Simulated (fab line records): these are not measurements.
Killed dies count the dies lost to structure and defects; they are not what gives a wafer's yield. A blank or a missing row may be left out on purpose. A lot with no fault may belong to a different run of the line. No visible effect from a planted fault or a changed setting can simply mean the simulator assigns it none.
Chamber matching	flow nand-harc	NHARC_A_CONTACT_DEP_85 on pecvd-04: 3 sister chambers
The step deposits SiON, target thk 60 nm. 30 wafers are shown with their chamber, then 12 later ones without.

WAFERS WITH THEIR CHAMBER
wafer	chamber	heater-power-w (W)
L074.1	0	686
L074.4	0	688
L074.6	2	683
L075.2	1	780
L075.5	1	804
L075.6	0	685
L078.3	0	721
L078.4	1	701
L078.6	2	649
L078.1	2	635
L078.2	1	702
L078.5	0	739
L079.1	2	664
L079.2	0	696
L079.3	1	755
L079.4	2	674
L079.5	1	751
L079.6	0	695
L089.1	0	757
L089.3	1	711
L089.6	1	705
L091.1	2	675
L091.2	1	754
L091.3	0	662
L091.4	1	750
L091.5	2	643
L091.6	0	684
L092.4	0	783
L092.5	2	689
L092.6	1	655

SIGNATURES (averages over the wafers above)
reading	chamber 0	chamber 1	chamber 2	scatter within a chamber
heater-power-w	708.73	733.45	664.00	35.7
Rule: for a wafer and a chamber, the distance is found by dividing, reading by reading, the gap between the wafer's reading and the chamber's mean by the reading's scatter, squaring, summing and taking the root. The wafer belongs to the nearest chamber; if the next one is less than 2 further off, it can't be placed. How the scatter is found: for the shown wafers, subtract from each reading the mean of its chamber, square and add these, divide the total by (wafers less chambers), then take the root.

WAFERS MISSING THEIR CHAMBER
wafer	heater-power-w (W)
L093.2	731
L093.3	757
L093.6	760
L094.1	574
L094.3	795
L094.4	610
L095.3	626
L095.5	638
L095.6	758
L096.2	776
L096.3	666
L096.4	777

THE CHAMBER EACH PASSED THROUGH
wafer	from the rows above	in truth
L093.2	can't be placed: 1 or 0 or 2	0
L093.3	can't be placed: 1 or 0 or 2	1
L093.6	can't be placed: 1 or 0 or 2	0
L094.1	can't be placed: 2 or 0 or 1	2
L094.3	can't be placed: 1 or 0 or 2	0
L094.4	can't be placed: 2 or 0 or 1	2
L095.3	can't be placed: 2 or 0 or 1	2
L095.5	can't be placed: 2 or 0 or 1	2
L095.6	can't be placed: 1 or 0 or 2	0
L096.2	can't be placed: 1 or 0 or 2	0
L096.3	can't be placed: 2 or 0 or 1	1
L096.4	can't be placed: 1 or 0 or 2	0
Placed correctly: 0 of 12. From these rows, 12 cannot be placed; in 12 the true chamber is one of the candidates. Wrongly placed: 0.
